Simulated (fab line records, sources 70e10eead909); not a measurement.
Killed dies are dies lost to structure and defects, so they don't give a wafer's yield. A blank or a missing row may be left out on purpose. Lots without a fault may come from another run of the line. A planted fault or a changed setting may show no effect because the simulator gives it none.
Chamber matching | flow nand_harc | NHARC_A_STAIRCASE_DEP_417 on pecvd-01: 3 sister chambers
The step deposits Si3N4, target thk 60 nm. 3 wafers are shown with their chamber, then 9 later ones without.

WAFERS WITH THEIR CHAMBER
wafer  | chamber | heater_power_outer_w (W)
L085.6 | 0       | 381
L090.2 | 1       | 502
L090.6 | 2       | 341

WAFERS WITHOUT THEIR CHAMBER
wafer  | heater_power_outer_w (W)
L091.2 | 299
L091.3 | 452
L091.6 | 463
L092.1 | 328
L092.5 | 329
L092.6 | 404
L097.2 | 363
L097.4 | 287
L097.5 | 436

WHICH CHAMBER EACH WENT THROUGH
wafer  | from the rows above          | in truth
L091.2 | can't be placed: 2 or 0      | 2
L091.3 | can't be placed: 1 or 0 or 2 | 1
L091.6 | can't be placed: 1 or 0      | 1
L092.1 | can't be placed: 2 or 0      | 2
L092.5 | can't be placed: 2 or 0      | 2
L092.6 | can't be placed: 0 or 2 or 1 | 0
L097.2 | can't be placed: 0 or 2      | 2
L097.4 | can't be placed: 2 or 0      | 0
L097.5 | can't be placed: 0 or 1 or 2 | 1
Placed correctly: 0 of 9. Can't be placed from these rows: 9 (the true chamber is among the candidates in 9). Placed wrongly: 0.
How it was worked out, from the rows above alone: a wafer's distance from a chamber is the root of the sum, over the readings, of the square of ((its reading less the chamber's mean) divided by the reading's scatter). The wafer belongs to the nearest chamber; if the next one is less than 2 further off, it can't be placed. A chamber's mean is the mean of its shown wafers. The scatter: with one shown wafer a chamber, the root of the mean of the squares of how far each hidden wafer lies from its nearest shown one.
